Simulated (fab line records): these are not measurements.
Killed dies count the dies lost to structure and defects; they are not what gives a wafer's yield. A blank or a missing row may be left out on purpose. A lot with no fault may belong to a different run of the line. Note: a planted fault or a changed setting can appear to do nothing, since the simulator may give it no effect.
What tool caused it? | flow n5-finfet | 7 lots with 20 wafers sampled at 8 steps, on a route of 1938 steps

WHAT THE GAUGES READ, wafer by wafer
N5_BEOL_M2_OCD_MEAS_38. Usual: trench-depth-nm 55.1 nm, standard deviation 0.69.
lot  | measured     | on     | trench-depth-nm (nm) | flag
L947 | day 7 19:44  | ocd-02 | 55.2 54.7 55.4       |
L948 | day 8 04:11  | ocd-01 | 54.3 55.3 55.4       |
L951 | day 8 13:52  | ocd-02 | 54.6 53.9 45.9       | OFF
L950 | day 8 16:34  | ocd-01 | 46.8 54.5            | OFF
L960 | day 10 20:25 | ocd-02 | 55.3 56.1 55.6       |
L965 | day 12 03:29 | ocd-01 | 55.4 54.0 55.2       |
L966 | day 12 16:43 | ocd-02 | 56.3 55.0 55.9       |

N5_BEOL_M2_THK_MEAS_53: measures by xrf. Usual: M2_THK typically reads 39.8 nm, with standard deviation 1.1.
lot  | measured     | on            | M2_THK (nm)    | flag
L947 | day 7 23:32  | film-metro-02 | 41.3 40.4 39.6 |
L948 | day 8 07:36  | film-metro-02 | 40.2 39.6 40.0 |
L951 | day 8 17:53  | film-metro-01 | 42.2 42.5 32.3 |
L950 | day 8 20:02  | film-metro-02 | 30.9 38.8      | OFF
L960 | day 11 00:29 | film-metro-02 | 38.8 38.1 38.2 |
L965 | day 12 07:16 | film-metro-01 | 41.1 40.2 40.0 |
L966 | day 12 21:57 | film-metro-02 | 40.6 39.4 40.0 |

N5_BEOL_M2_RS_MEAS_58: a four-point-probe measurement. Usual: M2_RS typically reads 0.673 ohm/sq, with standard deviation 0.023.
lot  | measured     | on            | M2_RS (ohm/sq)    | flag
L947 | day 7 23:48  | film-metro-01 | 0.632 0.647 0.658 |
L948 | day 8 07:53  | film-metro-01 | 0.669 0.681 0.675 |
L951 | day 8 18:14  | film-metro-01 | 0.633 0.626 0.890 |
L950 | day 8 20:17  | film-metro-02 | 0.921 0.685       | OFF
L960 | day 11 00:44 | film-metro-02 | 0.692 0.703 0.703 |
L965 | day 12 07:31 | film-metro-01 | 0.647 0.662 0.668 |
L966 | day 12 22:13 | film-metro-02 | 0.649 0.674 0.657 |

N5_BEOL_M4_RC_MEAS_101. Usual: DIBL_N 36.3 mV/V, standard deviation 1.2; DIBL_P 36.1 mV/V, standard deviation 1.6; IOFF_N 0.161 nA/um, standard deviation 0.023; IOFF_P 0.209 nA/um, standard deviation 0.027; ION_N 676 uA/um, standard deviation 8.9; ION_P 462 uA/um, standard deviation 5.3; SERP_M2 194 ohm/um, standard deviation 12; SERP_M2_max_site 206 ohm/um, standard deviation 13; SS_N 71.5 mV/dec, standard deviation 0.51; SS_P 73.2 mV/dec, standard deviation 0.5; VT_N 249.1 mV, standard deviation 2.5; VT_P -249.9 mV, standard deviation 2.8.
lot  | measured     | on        | DIBL_N (mV/V)  | DIBL_P (mV/V)  | IOFF_N (nA/um)    | IOFF_P (nA/um)    | ION_N (uA/um) | ION_P (uA/um) | SERP_M2 (ohm/um) | SERP_M2_max_site (ohm/um) | SS_N (mV/dec)  | SS_P (mV/dec)  | VT_N (mV)         | VT_P (mV)            | flag
L947 | day 8 17:25  | prober-02 | 35.5 34.8 36.0 | 34.7 33.8 35.1 | 0.126 0.121 0.137 | 0.169 0.164 0.182 | 658 664 672   | 450 457 459   | 189 182 185      | 207 195 201               | 70.6 69.9 70.4 | 72.4 72.7 72.3 | 250.9 252.8 252.8 | -255.3 -255.6 -254.5 |
L948 | day 9 04:35  | prober-02 | 37.6 36.4 37.9 | 36.7 36.1 37.3 | 0.184 0.168 0.192 | 0.262 0.241 0.272 | 682 686 678   | 471 468 465   | 192 185 192      | 204 195 208               | 71.5 71.5 71.8 | 73.2 73.4 73.4 | 245.7 247.2 248.0 | -246.9 -244.0 -243.8 |
L951 | day 9 14:19  | prober-02 | 36.9 37.7 36.9 | 34.3 35.4 34.6 | 0.153 0.170 0.166 | 0.203 0.221 0.202 | 670 667 674   | 467 462 459   | 171 178 237      | 191 189 258               | 71.5 71.7 71.5 | 73.2 72.8 72.8 | 249.4 247.7 250.3 | -248.5 -248.0 -252.3 |
L950 | day 9 19:53  | prober-01 | 34.3 35.1      | 34.7 35.5      | 0.129 0.140       | 0.158 0.175       | 664 679       | 450 461       | 251 204          | 268 208                   | 71.2 71.3      | 73.6 73.3      | 252.9 248.6       | -256.2 -252.5        |
L960 | day 12 04:41 | prober-02 | 37.3 37.7 35.5 | 39.7 39.0 36.3 | 0.196 0.200 0.151 | 0.241 0.229 0.188 | 692 687 678   | 468 466 464   | 191 200 195      | 197 209 212               | 71.8 72.1 71.4 | 73.2 74.0 73.0 | 245.1 247.1 249.1 | -249.5 -250.1 -253.0 |
L965 | day 13 06:17 | prober-01 | 35.6 36.1 36.0 | 36.5 37.8 37.2 | 0.161 0.182 0.166 | 0.215 0.238 0.222 | 666 681 677   | 461 461 462   | 181 195 197      | 198 213 213               | 71.9 71.8 72.7 | 73.0 73.9 73.7 | 249.0 246.7 248.1 | -250.2 -247.1 -251.9 |
L966 | day 13 22:22 | prober-01 | 37.1 36.0 35.0 | 36.4 35.6 34.3 | 0.166 0.143 0.132 | 0.217 0.202 0.178 | 679 674 662   | 465 463 457   | 191 206 200      | 210 216 216               | 71.8 71.9 71.6 | 73.3 73.1 73.4 | 250.1 250.6 251.1 | -246.2 -248.4 -248.6 |

WHAT TOOL EACH LOT RAN ON (gives the tool, then ch and the chambers of the sampled wafers, and finally the start)
lot  | N5_BEOL_M2_ETCH_63                 | N5_BEOL_M2_VIA_ETCH_34             | N5_BEOL_M2_TRENCH_ETCH_37          | N5_BEOL_M2_STRIP_97
L947 | rie-diel-04 ch 0,2, day 7 16:46    | rie-diel-05 ch 2,3, day 7 19:29    | rie-diel-05 ch 2,3, day 7 19:35    | rie-diel-05 ch 2,3, day 7 19:44 or earlier
L948 | rie-diel-04 ch 0,2, day 7 20:34    | rie-diel-05 ch 2,3, day 8 03:50    | rie-diel-05 ch 2,3, day 8 03:59    | rie-diel-05 ch 2,3, day 8 04:11 or earlier
L951 | rie-diel-05 ch 2,3, day 8 11:29    | rie-diel-05 ch 0,2, day 8 13:37    | rie-diel-05 ch 0,2, day 8 13:43    | rie-diel-05 ch 0,2, day 8 13:52 or earlier
L950 | rie-diel-05 ch 2,3, day 8 14:01    | rie-diel-05 ch 2,3, day 8 16:19    | rie-diel-05 ch 2,3, day 8 16:25    | rie-diel-05 ch 2,3, day 8 16:34 or earlier
L960 | rie-diel-04 ch 1,2,3, day 10 18:30 | rie-diel-04 ch 1,2, day 10 20:10   | rie-diel-04 ch 1,2, day 10 20:16   | rie-diel-04 ch 1,2, day 10 20:25 or earlier
L965 | rie-diel-04 ch 0,1,2, day 12 00:13 | rie-diel-01 ch 1,2,3, day 12 03:14 | rie-diel-01 ch 1,2,3, day 12 03:20 | rie-diel-01 ch 1,2,3, day 12 03:29 or earlier
L966 | rie-diel-01 ch 2,3, day 12 14:31   | rie-diel-04 ch 0,1, day 12 16:28   | rie-diel-04 ch 0,1, day 12 16:34   | rie-diel-04 ch 0,1, day 12 16:43 or earlier
- N5_BEOL_M2_ETCH_63: etches SiARC in CF4, target depth 15.6 nm, time 26 s.
- N5_BEOL_M2_VIA_ETCH_34: etches the open film in C4F6/O2, target depth 69.4 nm, time 65.9 s.
- N5_BEOL_M2_TRENCH_ETCH_37: etches SiOC in C4F6/O2, target depth 55.555 nm, time 29.2 s.
- N5_BEOL_M2_STRIP_97: strips in N2/H2, time 10 s.

AS READ BY THE TOOLS THEMSELVES (means over the sampled wafers that have a number; for cases with no such wafer, the mark the record gives instead)
N5_BEOL_M2_ETCH_63. Usual: value, then standard deviation, for each; drypump-motor-current-A 5.9 A / 0.45; etch-rf-on-time-s 26.1 s / 0.37; mfc-ar-sccm 99.9 sccm / 0.31; oes-product-au 0.66 a.u. / 0.064; rf-vpp-V 184.2 V / 1.2; showerhead-plenum-p-Torr 2.16 Torr / 0.064; throttle-valve-pct 15.58 % / 0.22.
lot  | tool        | drypump-motor-current-A (A) | etch-rf-on-time-s (s) | mfc-ar-sccm (sccm) | oes-product-au (a.u.) | rf-vpp-V (V) | showerhead-plenum-p-Torr (Torr) | throttle-valve-pct (%) | flag
L947 | rie-diel-04 | 6.1                         | 25.9                  | 100.2              | 0.58                  | 184.0        | 2.14                            | 15.50                  |
L948 | rie-diel-04 | 6.3                         | 26.4                  | 99.6               | 0.59                  | 183.4        | 2.09                            | 15.50                  |
L951 | rie-diel-05 | 5.9                         | 26.3                  | 99.7               | 0.67                  | 184.8        | 2.21                            | 15.69                  |
L950 | rie-diel-05 | 6.0                         | 26.1                  | 100.2              | 0.66                  | 185.2        | 2.19                            | 15.69                  |
L960 | rie-diel-04 | 5.7                         | 25.8                  | 99.7               | 0.68                  | 184.1        | 2.18                            | 15.48                  |
L965 | rie-diel-04 | 6.0                         | 26.0                  | 100.0              | 0.74                  | 184.5        | 2.20                            | 15.36                  |
L966 | rie-diel-01 | 5.6                         | 25.9                  | 99.7               | 0.60                  | 182.4        | 2.06                            | 15.73                  |

N5_BEOL_M2_VIA_ETCH_34. Usual: value, then standard deviation, for each; drypump-motor-current-A 5.9 A / 0.51; mfc-ar-sccm 300.0 sccm / 1; oes_ar_750_au 0.79 a.u. / 0.077; oes-product-au 0.79 a.u. / 0.081; rf-vpp-V 666 V / 5.3; showerhead-plenum-p-Torr 2.86 Torr / 0.084; throttle-valve-pct 30.7 % / 0.3.
lot  | tool        | drypump-motor-current-A (A) | mfc-ar-sccm (sccm) | oes_ar_750_au (a.u.) | oes-product-au (a.u.) | rf-vpp-V (V) | showerhead-plenum-p-Torr (Torr) | throttle-valve-pct (%) | flag
L947 | rie-diel-05 | 6.3                         | 300.0              | 0.79                 | 0.78                  | 665          | 2.90                            | 30.7                   |
L948 | rie-diel-05 | 5.9                         | 300.5              | 0.78                 | 0.78                  | 665          | 2.94                            | 30.8                   |
L951 | rie-diel-05 | 6.3                         | 299.3              | 0.79                 | 0.79                  | 666          | 2.82                            | 30.5                   |
L950 | rie-diel-05 | 6.0                         | 299.1              | 0.78                 | 0.77                  | 665          | 2.92                            | 30.8                   |
L960 | rie-diel-04 | 5.7                         | 300.5              | 0.85                 | 0.85                  | 659          | 2.88                            | 30.5                   |
L965 | rie-diel-01 | 6.1                         | 299.8              | 0.74                 | 0.74                  | 665          | 2.80                            | 30.9                   |
L966 | rie-diel-04 | 6.3                         | 299.3              | 0.88                 | 0.88                  | 672          | 2.95                            | 30.4                   |

N5_BEOL_M2_TRENCH_ETCH_37. Usual: value, then standard deviation, for each; drypump-motor-current-A 5.9 A / 0.51; mfc-ar-sccm 300.1 sccm / 0.9; oes_ar_750_au 0.79 a.u. / 0.076; oes-product-au 0.79 a.u. / 0.081; rf-vpp-V 666 V / 5.4; showerhead-plenum-p-Torr 2.87 Torr / 0.084; throttle-valve-pct 20.86 % / 0.28.
lot  | tool        | drypump-motor-current-A (A) | mfc-ar-sccm (sccm) | oes_ar_750_au (a.u.) | oes-product-au (a.u.) | rf-vpp-V (V) | showerhead-plenum-p-Torr (Torr) | throttle-valve-pct (%) | flag
L947 | rie-diel-05 | 6.3                         | 300.8              | 0.79                 | 0.78                  | 664          | 2.90                            | 20.89                  |
L948 | rie-diel-05 | 5.9                         | 300.3              | 0.78                 | 0.78                  | 666          | 2.94                            | 20.95                  |
L951 | rie-diel-05 | 6.3                         | 300.4              | 0.79                 | 0.79                  | 666          | 2.82                            | 20.79                  |
L950 | rie-diel-05 | 6.0                         | 300.5              | 0.79                 | 0.78                  | 666          | 2.92                            | 20.93                  |
L960 | rie-diel-04 | 5.8                         | 299.4              | 0.85                 | 0.84                  | 660          | 2.89                            | 20.61                  |
L965 | rie-diel-01 | 6.1                         | 300.0              | 0.75                 | 0.74                  | 665          | 2.80                            | 21.05                  |
L966 | rie-diel-04 | 6.3                         | 300.1              | 0.87                 | 0.89                  | 672          | 2.96                            | 20.56                  |

N5_BEOL_M2_STRIP_97. Usual: drypump-motor-current-A 5.9 A, standard deviation 0.51; n2-flow-sccm 200.0 sccm, standard deviation 0.59; oes-product-au 0.79 a.u., standard deviation 0.083; rf-vpp-V 59.2 V, standard deviation 0.81; showerhead-plenum-p-Torr 2.55 Torr, standard deviation 0.077; throttle-valve-pct 23.5 %, standard deviation 0.35.
lot  | tool        | drypump-motor-current-A (A) | n2-flow-sccm (sccm) | oes-product-au (a.u.) | rf-vpp-V (V) | showerhead-plenum-p-Torr (Torr) | throttle-valve-pct (%) | flag
L947 | rie-diel-05 | 6.2                         | 199.7               | 0.78                  | 59.8         | 2.59                            | 23.4                   |
L948 | rie-diel-05 | 5.9                         | 200.0               | 0.78                  | 58.7         | 2.62                            | 23.4                   |
L951 | rie-diel-05 | 6.3                         | 199.1               | 0.79                  | 60.3         | 2.51                            | 23.3                   |
L950 | rie-diel-05 | 6.1                         | 200.1               | 0.78                  | 59.5         | 2.59                            | 23.4                   |
L960 | rie-diel-04 | 5.8                         | 199.8               | 0.86                  | 58.9         | 2.58                            | 23.5                   |
L965 | rie-diel-01 | 6.1                         | 199.4               | 0.74                  | 59.1         | 2.48                            | 23.8                   |
L966 | rie-diel-04 | 6.3                         | 200.0               | 0.89                  | 59.7         | 2.65                            | 23.4                   |

THE ANSWER, worked out from the rows above alone
Rule: a lot is off if the mean of its wafers that have a number lies more than 3 standard deviations from the usual mean. Also off: a lot with no number at a reading for which 4 or more lots have one. The other lots that the step has rows for count as sound. First the gauges in route order, then the tools' own readings, where a lot's mean is used as printed above. The first step at which some lot is off is used, and at that step the reading that is off furthest; a lot without a number counts as furthest.
Off, at N5_BEOL_M2_OCD_MEAS_38 on trench-depth-nm: L951, L950.
A tool fits if, at a process step before that reading, it ran every lot that is off, and no sound lot after the first of them. The gauges at N5_BEOL_M2_OCD_MEAS_38 are tried like those tools. With no start given for some of its lots, N5_BEOL_M2_STRIP_97 uses the hours and lot order of N5_BEOL_M2_OCD_MEAS_38. One fits: N5_BEOL_M2_ETCH_63 and N5_BEOL_M2_VIA_ETCH_34 and N5_BEOL_M2_TRENCH_ETCH_37 and N5_BEOL_M2_STRIP_97 on rie-diel-05. It ran no sound lot before its first lot that is off in this sample, so the start can't be narrowed down.

WHAT THE SIMULATOR PUT IN
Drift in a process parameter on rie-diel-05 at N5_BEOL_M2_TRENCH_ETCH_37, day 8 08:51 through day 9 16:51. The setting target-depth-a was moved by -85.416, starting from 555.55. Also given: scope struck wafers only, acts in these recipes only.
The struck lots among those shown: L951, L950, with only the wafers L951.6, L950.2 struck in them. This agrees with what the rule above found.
